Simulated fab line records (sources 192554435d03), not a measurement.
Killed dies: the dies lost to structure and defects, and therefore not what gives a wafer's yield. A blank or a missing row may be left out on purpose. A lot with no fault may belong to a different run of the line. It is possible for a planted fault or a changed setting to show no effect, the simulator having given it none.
fab line records	flow n5-finfet
[record] lots = 6	wafers = 18	last-day = 18
route steps=1938 shown BEOL_M0_CUTY@703 BEOL_M0@715 BEOL_M4@1111 PASSIVATION@1936
lots with no fault: from the same line, run without faults
start-h: start of the lot's first displayed wafer, in hours after the record's first day	wait-h: hours elapsed since this lot's preceding step	" unchanged from the row above	L1.1+2: one row covering several wafers at once	- no value, or no start was given	* or withheld: withheld	< > ~ a bound
route shown NAME@n: names a module that has steps shown in the file, with the first one's number in the route	usual: mean/standard deviation taken from wafers without a fault	same: alike in all rows	chamber/n: place in a boat	sites: the reading at each site	_std_site: how widely they spread, as a standard deviation	_edge_site: the outer-site mean with the inner-site mean subtracted	radius-mm: how far each site lies from the wafer's centre	mask NAME#n: copy n	behind: tool/chamber where the wafer was last shaped	hold: why the lot was held/for how many hours/how that ended	device: names the non-switching transistor (n, p or np)	end of line: the route-end tests of the same wafers	a step without rows: its recipe alone	killed: the dies lost at the first sort to structure and to defects; this is not the yield of the wafer	map: a wafer's dies, x killed, . not, _ none there
set.NAME: the setting the step ran with; set.NAME@STEP: the setting that earlier step ran with	model.NAME: the simulator's own value behind a step, which no gauge read
lots at some steps of the route; a table a step, a row a wafer
services: from which hour (start-h, from the record's first day; less than 0 if before it) a tool's chamber was out of use, for how many hours, and why
[[steps]]
[step N5_BEOL_M0_CUTY_EBR_52]
[recipe] solvent = PGMEA	ebr-width-mm = 1.5
[step N5_BEOL_M0_CUTY_SOFTBAKE_53]
[recipe] temp-c = 110	time-s = 60	resist = CAR-ArF-block
[step N5_BEOL_M0_CUTY_EXPOSE_54]
[recipe] mask-id = M0_ABLK	na = 1.35	source-shape = conventional	sigma-outer = 0.8	polarization = unpolarized	dose-mj = 36
[step N5_BEOL_M0_CUTY_PEB_55]
[recipe] peb-temp-c = 110	peb-time-s = 60	resist = CAR-ArF-block
[step N5_BEOL_M0_CUTY_DEVELOP_56]
[recipe] develop-time-s = 30	developer = TMAH	resist = CAR-ArF-block	rinse-liquid = diw	dry = air-spin	dev-temp-c = 23
[step N5_BEOL_M0_CUTY_CD_MEAS_57]
[recipe] target-cd-nm = 200	landing-energy-ev = 500	detector = se-inlens	polarity = line
[usual] cd-nm = 200.4/0.97
lot.wafer	tool	chamber	start-h	wait-h	cd-nm
L540.3	cd-sem-03	0	122.25	-	201.4
L540.4	"	0	"	"	201.6
L540.6	"	0	"	"	200.8
L547.2	cd-sem-01	0	172.57	-	201.1
L547.4	"	0	"	"	200.3
L547.6	"	0	"	"	201.1
L549.2	cd-sem-02	0	179.50	-	199.5
L549.4	"	0	"	"	200.7
L549.5	"	0	"	"	199.4
L550.1	cd-sem-02	0	192.67	-	199.4
L550.2	"	0	"	"	198.2
L550.6	"	0	"	"	199.9
L556.1	cd-sem-03	0	224.30	-	199.2
L556.4	"	0	"	"	201.4
L556.5	"	0	"	"	199.4
L562.2	cd-sem-02	0	253.94	-	199.9
L562.3	"	0	"	"	199.3
L562.5	"	0	"	"	200.8
[step N5_BEOL_M0_CUTY_OVL_MEAS_58]
[recipe] points-per-wafer = 44
[usual] M0_ABLK_OVL = -0.2/0.83
lot.wafer	tool	chamber	start-h	wait-h	M0_ABLK_OVL[nm]
L540.3	overlay-02	0	122.27	0.0	-2.0
L540.4	"	0	"	"	-0.7
L540.6	"	0	"	"	-0.5
L547.2	overlay-02	0	172.60	0.0	0.6
L547.4	"	0	"	"	0.3
L547.6	"	0	"	"	1.0
L549.2	overlay-02	0	179.53	0.0	-1.2
L549.4	"	0	"	"	-0.7
L549.5	"	0	"	"	0.0
L550.1	overlay-02	0	192.70	0.0	0.1
L550.2	"	0	"	"	-1.1
L550.6	"	0	"	"	0.0
L556.1	overlay-01	0	224.33	0.0	1.0
L556.4	"	0	"	"	0.1
L556.5	"	0	"	"	0.2
L562.2	overlay-01	0	253.96	0.0	-0.7
L562.3	"	0	"	"	-1.1
L562.5	"	0	"	"	0.5
[step N5_BEOL_M0_CUTY_INSPECT_59]
[recipe] mode = adi	inspect-instrument = macro
[usual] raw-defect-count = 2.0/1.3
lot.wafer	tool	chamber	start-h	wait-h	raw-defect-count
L540.3	defect-inspect-01	-	122.30	0.0	3
L540.4	"	-	"	"	5
L540.6	"	-	"	"	2
L547.2	defect-inspect-01	-	172.62	0.0	1
L547.4	"	-	"	"	2
L547.6	"	-	"	"	2
L549.2	defect-inspect-02	-	179.55	0.0	2
L549.4	"	-	"	"	2
L549.5	"	-	"	"	3
L550.1	defect-inspect-02	-	192.72	0.0	4
L550.2	"	-	"	"	3
L550.6	"	-	"	"	3
L556.1	defect-inspect-01	-	224.36	0.0	4
L556.4	"	-	"	"	3
L556.5	"	-	"	"	2
L562.2	defect-inspect-02	-	253.99	0.0	4
L562.3	"	-	"	"	2
L562.5	"	-	"	"	3
[step N5_BEOL_M0_CUTY_DESCUM_61]
[recipe] chemistry = O2	time-s = 7.9	source-power-w = 50	bias-power-w = 20	pressure-mtorr = 20	rf-frequency-hz = 2.712e+07	temp-c = 40	resist = CAR-ArF-block	o2-flow-sccm = 225
[usual] drypump-motor-current-A = 5.8/0.36	oes-product-au = 0.81/0.1	rf-vpp-V = 242.8/1.8	showerhead-plenum-p-Torr = 2.08/0.1	throttle-valve-pct = 20.46/0.25
[same] time-s = 7.9
lot.wafer	tool	chamber	start-h	wait-h	drypump-motor-current-A	oes-product-au	rf-hours-counter-h	rf-vpp-V	showerhead-plenum-p-Torr	throttle-valve-pct
L540.3	rie-diel-06	1	123.41	1.1	5.4	0.97	6	244.5	2.23	20.18
L540.4	"	2	"	"	6.3	0.70	-	243.7	2.07	20.55
L540.6	"	0	"	"	5.8	0.85	-	243.3	2.03	20.24
L547.2	rie-diel-03	0	173.27	0.6	5.6	0.70	224	243.9	2.07	20.38
L547.4	"	2	"	"	6.2	0.75	169	240.4	1.92	20.67
L547.6	"	0	"	"	5.6	0.69	-	243.6	2.07	20.40
L549.2	rie-diel-03	3	180.38	0.8	6.1	0.78	119	244.3	2.19	20.64
L549.4	"	2	"	"	6.2	0.74	172	238.9	1.92	20.67
L549.5	"	1	"	"	5.9	0.94	-	243.0	2.14	20.60
L550.1	rie-diel-05	2	192.76	0.0	5.4	0.97	6	244.0	2.24	20.26
L550.2	"	1	"	"	6.0	0.69	201	240.3	1.98	20.11
L550.6	"	0	"	"	5.3	0.70	-	242.2	1.99	20.96
L556.1	rie-diel-05	0	224.50	0.1	5.3	0.71	234	242.4	1.98	20.98
L556.4	"	3	"	"	5.8	0.96	7	245.1	2.23	20.06
L556.5	"	3	"	"	5.8	0.95	-	245.4	2.23	20.06
L562.2	rie-diel-03	0	254.02	0.0	5.6	0.67	256	242.7	2.06	20.44
L562.3	"	2	"	"	6.2	0.72	199	239.0	1.91	20.74
L562.5	"	3	"	"	6.1	0.75	-	245.4	2.18	20.67
[step N5_BEOL_M0_CUTY_ETCH_62]
[recipe] chemistry = CF4	target = SiARC	mask-material = CAR-ArF-block	time-s = 58.5	ion-energy-ev = 80	pressure-mtorr = 40	source-w = 545	bias-w = 36	Ar_flow_sccm = 100	cf4-flow-sccm = 100	ends = cleared
[usual] cf4-flow-sccm = 100.0/0.31	drypump-motor-current-A = 5.8/0.36	etch-rf-on-time-s = 58.2/0.96	oes-product-au = 0.69/0.087	rf-vpp-V = 183.9/1.5	showerhead-plenum-p-Torr = 2.13/0.098	throttle-valve-pct = 15.63/0.26
lot.wafer	tool	chamber	start-h	wait-h	cf4-flow-sccm	drypump-motor-current-A	etch-rf-on-time-s	oes-product-au	rf-hours-counter-h	rf-vpp-V	showerhead-plenum-p-Torr	throttle-valve-pct
L540.3	rie-diel-06	1	123.44	0.0	100.4	5.4	56.8	0.84	6	185.7	2.27	15.34
L540.4	"	2	"	"	100.0	6.3	58.2	0.60	-	184.0	2.11	15.77
L540.6	"	0	"	"	99.7	5.8	59.3	0.71	-	183.8	2.08	15.42
L547.2	rie-diel-03	0	173.31	0.0	100.3	5.6	58.1	0.60	224	182.6	2.12	15.59
L547.4	"	2	"	"	99.6	6.2	58.2	0.63	169	181.2	1.98	15.88
L547.6	"	0	"	"	99.9	5.6	58.4	0.60	-	184.9	2.12	15.59
L549.2	rie-diel-03	3	180.41	0.0	99.8	6.1	57.7	0.66	119	184.7	2.24	15.86
L549.4	"	2	"	"	100.1	6.2	58.7	0.63	172	181.4	1.98	15.88
L549.5	"	1	"	"	100.2	5.9	57.3	0.81	-	185.2	2.19	15.71
L550.1	rie-diel-05	2	192.79	0.0	99.9	5.3	56.4	0.83	6	186.2	2.28	15.34
L550.2	"	1	"	"	100.5	5.9	59.1	0.59	201	182.6	2.04	15.39
L550.6	"	0	"	"	99.7	5.3	58.7	0.61	-	182.2	2.04	16.10
L556.1	rie-diel-05	0	224.53	0.0	100.1	5.3	59.1	0.61	234	183.4	2.03	16.14
L556.4	"	3	"	"	100.3	5.9	57.2	0.82	7	186.7	2.28	15.21
L556.5	"	3	"	"	100.2	5.8	58.0	0.82	-	185.5	2.28	15.22
L562.2	rie-diel-03	0	254.06	0.0	100.7	5.6	59.2	0.58	256	184.1	2.11	15.67
L562.3	"	2	"	"	100.3	6.2	60.0	0.60	199	181.4	1.97	15.93
L562.5	"	3	"	"	99.8	6.2	58.9	0.64	-	186.7	2.24	15.91
[step N5_BEOL_M0_CUTY_ETCH_63]
[recipe] chemistry = N2/H2	target = SOC	target-depth-a = 827	overetch-a = 165	mask-material = SiARC	temp-c = 40	ion-energy-ev = 200	time-s = 124	pressure-mtorr = 30	source-w = 840	bias-w = 150	n2-flow-sccm = 200	h2-flow-sccm = 200
[usual] drypump-motor-current-A = 5.8/0.36	h2-flow-sccm = 199.9/0.58	oes-product-au = 0.66/0.078	rf-vpp-V = 523/3.4	showerhead-plenum-p-Torr = 2.53/0.12	throttle-valve-pct = 17.85/0.25
[same] time-s = 124
lot.wafer	tool	chamber	start-h	wait-h	drypump-motor-current-A	h2-flow-sccm	oes-product-au	rf-hours-counter-h	rf-vpp-V	showerhead-plenum-p-Torr	throttle-valve-pct
L540.3	rie-diel-06	1	123.49	0.0	5.4	199.8	0.78	6	528	2.71	17.70
L540.4	"	2	"	"	6.3	200.2	0.58	-	523	2.51	17.99
L540.6	"	0	"	"	5.8	199.8	0.69	-	519	2.47	17.64
L547.2	rie-diel-03	0	173.35	0.0	5.6	200.6	0.58	224	522	2.51	17.75
L547.4	"	2	"	"	6.1	200.9	0.61	169	518	2.34	18.05
L547.6	"	0	"	"	5.6	199.5	0.58	-	524	2.51	17.76
L549.2	rie-diel-03	3	180.46	0.0	6.1	200.6	0.63	119	527	2.67	17.99
L549.4	"	2	"	"	6.2	199.6	0.61	172	518	2.34	18.06
L549.5	"	1	"	"	5.9	199.7	0.77	-	525	2.61	18.05
L550.1	rie-diel-05	2	192.84	0.0	5.4	200.3	0.79	6	527	2.71	17.53
L550.2	"	1	"	"	6.0	200.2	0.58	201	521	2.41	17.52
L550.6	"	0	"	"	5.3	200.0	0.59	-	521	2.41	18.35
L556.1	rie-diel-05	0	224.58	0.0	5.3	201.3	0.58	234	520	2.41	18.38
L556.4	"	3	"	"	5.8	199.9	0.78	7	527	2.72	17.40
L556.5	"	3	"	"	5.8	200.1	0.78	-	528	2.72	17.40
L562.2	rie-diel-03	0	254.10	0.0	5.6	200.0	0.56	256	524	2.50	17.81
L562.3	"	2	"	"	6.1	200.4	0.59	199	520	2.33	18.12
L562.5	"	3	"	"	6.1	200.3	0.62	-	526	2.66	18.05
[step N5_BEOL_M0_CUTY_STRIP_64]
[recipe] chemistry = N2/H2	temp-c = 40	n2-flow-sccm = 200	h2-flow-sccm = 200	rf-frequency-hz = 6e+07
[step N5_BEOL_M0_ETCH_138]
[recipe] chemistry = CH3F/O2	target-depth-a = 120	target = SiCN	time-s = 31.6	ion-energy-ev = 120	pressure-mtorr = 30	source-w = 395	bias-w = 75	Ar_flow_sccm = 150	CH3F_flow_sccm = 30	O2_flow_sccm = 20	ends = cleared
[usual] CH3F_flow_sccm = 30.01/0.15	drypump-motor-current-A = 5.8/0.35	etch-rf-on-time-s = 29.1/0.68	oes-product-au = 0.69/0.086	rf-vpp-V = 297.1/2.1	showerhead-plenum-p-Torr = 1.99/0.096	throttle-valve-pct = 16.33/0.26
lot.wafer	tool	chamber	start-h	wait-h	CH3F_flow_sccm	drypump-motor-current-A	etch-rf-on-time-s	oes-product-au	rf-hours-counter-h	rf-vpp-V	showerhead-plenum-p-Torr	throttle-valve-pct
L540.3	rie-diel-06	1	123.61	0.0	30.02	5.4	27.7	0.83	6	300.6	2.13	16.02
L540.4	"	2	"	"	29.84	6.3	29.9	0.59	-	297.5	1.97	16.44
L540.6	"	0	"	"	30.03	5.8	29.5	0.72	-	296.0	1.94	16.09
L547.2	rie-diel-03	0	173.48	0.0	30.01	5.6	17.5	0.82	224	295.4	1.97	16.28
L547.4	"	2	"	"	30.14	6.1	17.5	0.87	169	293.7	1.84	16.60
L547.6	"	0	"	"	30.06	5.5	17.8	0.82	-	297.7	1.97	16.29
L549.2	rie-diel-03	3	180.58	0.0	30.03	6.2	16.9	0.90	119	298.3	2.10	16.60
L549.4	"	2	"	"	30.04	6.2	17.4	0.87	172	294.5	1.84	16.60
L549.5	"	1	"	"	30.06	5.9	17.2	1.12	-	297.8	2.05	16.43
L550.1	rie-diel-05	2	192.96	0.0	29.88	5.4	28.7	0.82	6	300.5	2.13	16.04
L550.2	"	1	"	"	29.99	5.9	29.9	0.59	201	294.7	1.90	16.07
L550.6	"	0	"	"	29.90	5.3	29.7	0.61	-	294.9	1.90	16.83
L556.1	rie-diel-05	0	224.70	0.0	30.02	5.3	29.7	0.60	234	295.8	1.89	16.86
L556.4	"	3	"	"	30.08	5.8	29.6	0.82	7	298.6	2.14	15.97
L556.5	"	3	"	"	30.03	5.8	29.1	0.82	-	300.5	2.14	15.97
L562.2	rie-diel-03	0	254.23	0.0	29.99	5.5	29.7	0.58	256	296.4	1.96	16.35
L562.3	"	2	"	"	30.09	6.2	29.3	0.62	199	294.1	1.83	16.63
L562.5	"	3	"	"	29.90	6.2	29.1	0.65	-	298.4	2.10	16.60
[step N5_BEOL_M0_HM_OPEN_105]
[recipe] chemistry = Cl2/BCl3	target-depth-a = 120	target = TiN	ion-energy-ev = 150	pressure-mtorr = 10	icp-w = 1000	bias-w = 126	Cl2_flow_sccm = 53.25	bcl3-flow-sccm = 21.75	Ar_flow_sccm = 25
[usual] drypump-motor-current-A = 5.85/0.28	oes-product-au = 0.80/0.083	throttle-valve-pct = 21.88/0.24
lot.wafer	tool	chamber	start-h	wait-h	drypump-motor-current-A	oes-product-au	rf-hours-counter-h	throttle-valve-pct
L540.3	rie-metal-01	1	124.21	0.6	6.14	0.76	-	22.17
L540.4	"	0	"	"	5.43	0.72	-	21.79
L540.6	"	0	"	"	5.44	0.72	-	21.78
L547.2	rie-metal-02	1	173.79	0.3	6.13	0.72	72	21.77
L547.4	"	0	"	"	5.70	0.88	-	21.97
L547.6	"	1	"	"	6.14	0.73	-	21.78
L549.2	rie-metal-01	0	184.31	3.7	5.44	0.71	71	21.78
L549.4	"	1	"	"	6.12	0.76	-	22.17
L549.5	"	0	"	"	5.43	0.71	-	21.78
L550.1	rie-metal-03	1	193.13	0.1	5.99	0.94	4	21.97
L550.2	"	0	"	"	5.81	0.85	20	21.46
L550.6	"	0	"	"	5.83	0.85	-	21.46
L556.1	rie-metal-01	0	225.41	0.7	5.44	0.71	75	21.79
L556.4	"	1	"	"	6.12	0.75	-	22.20
L556.5	"	1	"	"	6.12	0.75	-	22.18
L562.2	rie-metal-01	1	256.31	2.0	6.13	0.74	53	22.17
L562.3	"	1	"	"	6.17	0.75	-	22.19
L562.5	"	0	"	"	5.42	0.70	-	21.78
[step N5_BEOL_M4_RC_MEAS_101]
[usual] DIBL_N = 35.9/1.3	DIBL_P = 36.3/1.5	IOFF_N = 0.153/0.023	IOFF_P = 0.208/0.028	ION_N = 672/9.7	ION_P = 462/6.6	SS_N = 71.5/0.53	SS_P = 73.3/0.59	VT_N = 250.4/2.7	VT_P = -250.5/3
lot.wafer	tool	chamber	start-h	wait-h	DIBL_N[mV/V]	DIBL_P[mV/V]	IOFF_N[nA/um]	IOFF_P[nA/um]	ION_N[uA/um]	ION_P[uA/um]	SS_N[mV/dec]	SS_P[mV/dec]	VT_N[mV]	VT_P[mV]
L540.3	prober-01	0	184.27	0.3	35.6	35.2	0.147	0.181	671	457	70.9	73.0	252.3	-252.3
L540.4	"	0	"	"	36.5	36.6	0.162	0.203	681	468	71.7	74.2	249.1	-250.9
L540.6	"	0	"	"	37.0	37.0	0.182	0.213	678	459	72.2	73.9	250.1	-252.9
L547.2	prober-02	0	231.68	0.2	36.4	36.1	0.149	0.199	667	461	71.6	73.4	251.4	-251.1
L547.4	"	0	"	"	36.2	36.4	0.142	0.195	663	449	70.9	73.3	251.6	-253.0
L547.6	"	0	"	"	35.7	35.8	0.139	0.194	667	460	71.7	73.3	252.9	-253.1
L549.2	prober-01	0	236.79	0.2	36.9	36.5	0.159	0.236	676	471	71.3	73.0	250.8	-248.0
L549.4	"	0	"	"	34.8	33.6	0.120	0.189	657	460	70.9	72.9	251.8	-249.4
L549.5	"	0	"	"	35.7	35.6	0.136	0.224	666	468	71.0	73.1	252.3	-248.2
L550.1	prober-01	0	243.50	0.0	35.9	35.8	0.149	0.209	669	465	72.2	72.5	250.2	-247.7
L550.2	"	0	"	"	34.1	33.1	0.124	0.167	648	451	71.7	72.4	254.5	-255.0
L550.6	"	0	"	"	35.0	33.9	0.127	0.177	655	454	71.5	72.1	253.7	-254.8
L556.1	prober-01	0	279.17	0.0	34.6	35.3	0.133	0.164	673	463	70.6	73.9	252.9	-254.5
L556.4	"	0	"	"	35.7	37.3	0.153	0.196	662	456	71.6	73.7	249.3	-252.0
L556.5	"	0	"	"	35.0	36.5	0.142	0.182	683	465	70.8	73.4	250.0	-256.8
L562.2	prober-02	0	336.56	0.2	37.9	37.7	0.182	0.238	683	473	71.5	73.2	245.8	-247.1
L562.3	"	0	"	"	36.0	36.0	0.151	0.204	684	464	70.7	72.9	247.6	-249.7
L562.5	"	0	"	"	35.7	35.8	0.147	0.208	686	468	71.6	72.5	248.5	-248.9
[step N5_PASSIVATION_PROBE_49]
[usual] defect-limited-yield = 91.1/1.5	killed_at_M0_to_M3 = 35/9.5	killed_at_M4_up = 13/5.2	killed-at-contacts = 12/6.1	killed-at-front-end = 41/14	killed-at-other = 3.8/2.9	killed-dies = 105/17	killed-open = 70/13	killed-short = 33/8.4	sort_bin_5_function = 5.1/0.97	sort_bin_6_memory = 3.4/0.69	sort-n-pass = 1075/17	sort-yield-pct = 91.1/1.5
[same] gross-dies = 1180	killed-at-back-side = 0	sort_bin_4_leakage[%] = 0	sort_bin_8_speed[%] = 0
lot.wafer	tool	chamber	start-h	wait-h	defect-limited-yield[%]	killed_at_M0_to_M3	killed_at_M4_up	killed-at-contacts	killed-at-front-end	killed-at-other	killed-dies	killed-open	killed-short	sort_bin_5_function[%]	sort_bin_6_memory[%]	sort-n-pass	sort-yield-pct[%]
L562.2	prober-02	-	443.39	0.1	91.8	27	7	9	50	4	97	61	36	3.8	3.5	1083	91.8
L562.3	prober-02	-	443.44	0.1	90.1	48	4	7	55	3	117	72	45	6.4	3.1	1063	90.1
L562.5	prober-02	-	443.54	0.2	90.2	42	21	10	42	1	116	82	32	5.6	3.9	1064	90.2
// killed by level:class
L562.2 FIN_SAQP:geometric-particle:short=12 BEOL_M3:geometric-particle:open=10 FIN_SAQP:geometric-particle:open=8 STARTING-WAFER:geometric-particle:short=7 STI_FIN_REVEAL:geometric-particle:open=6 MOL_CONTACT_COAG:geometric-particle:open=6 BEOL_M2:geometric-particle:open=6 GATE_CUT:geometric-particle:short=5
L562.3 FIN_SAQP:geometric-particle:short=14 BEOL_M3:geometric-particle:open=13 FIN_SAQP:geometric-particle:open=9 BEOL_M0_SAQP:geometric-particle:short=8 BEOL_M1:geometric-particle:open=8 STI_FIN_REVEAL:geometric-particle:open=7 BEOL_M0_SAQP:geometric-particle:open=6 BEOL_M2:geometric-particle:open=5
L562.5 STI_FIN_REVEAL:geometric-particle:open=13 BEOL_M2:geometric-particle:open=13 BEOL_M0_SAQP:geometric-particle:short=10 FIN_SAQP:geometric-particle:open=9 MOL_CONTACT_COAG:geometric-particle:open=9 BEOL_M4:geometric-particle:open=9 BEOL_M0_SAQP:geometric-particle:open=8 FIN_SAQP:geometric-particle:short=4
[[services]]
tool	chamber	start-h	hours	kind
rie-diel-05	2	111.77	-	clean
rie-diel-05	2	111.77	-	consumable-replace:focus-ring
rie-diel-05	2	111.77	-	consumable-replace:showerhead
rie-diel-05	2	111.77	13.0	scheduled-down
rie-diel-05	2	111.77	13.0	vent-cycle
rie-diel-05	-	117.79	14.6	pm
rie-diel-06	0	131.83	6.3	repair
rie-diel-03	1	141.03	-	clean
rie-diel-03	1	141.03	-	consumable-replace:focus-ring
rie-diel-03	1	141.03	15.4	scheduled-down
rie-diel-03	1	141.03	15.4	vent-cycle
rie-diel-06	3	142.93	-	clean
rie-diel-05	-	143.02	12.1	repair
rie-diel-03	0	160.20	1.9	repair
rie-diel-05	2	178.77	4.2	repair
rie-diel-05	3	182.95	-	clean
rie-diel-05	3	182.95	-	consumable-replace:focus-ring
rie-diel-05	3	182.95	-	consumable-replace:showerhead
rie-diel-05	3	182.95	21.1	scheduled-down
rie-diel-05	3	182.95	21.1	vent-cycle
rie-metal-02	-	196.03	2.8	pm
rie-metal-03	-	232.10	2.8	pm
rie-diel-06	3	240.11	5.5	repair
rie-diel-03	0	255.88	1.4	repair
[[key]]
[first-sign] step = N5_BEOL_M0_ETCH_138	reading = etch-rf-on-time-s	direction = down	sigmas = 17	usual = *	struck = *
[effect] step = N5_BEOL_M0_ETCH_138	reading = oes-product-au	direction = up	sigmas = 2.5	usual = 0.69	struck = 0.90
met-at N5_BEOL_M0_ETCH_138
struck-wafers L547.2,L547.4,L547.6,L549.2,L549.4,L549.5
[fault] kind = process-parameter-drift	tool = rie-diel-03	chamber = -	onset-h = 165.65	steps = N5_BEOL_M0_ETCH_138	channel = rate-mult	offset = 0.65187	shape = step	end-h = 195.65
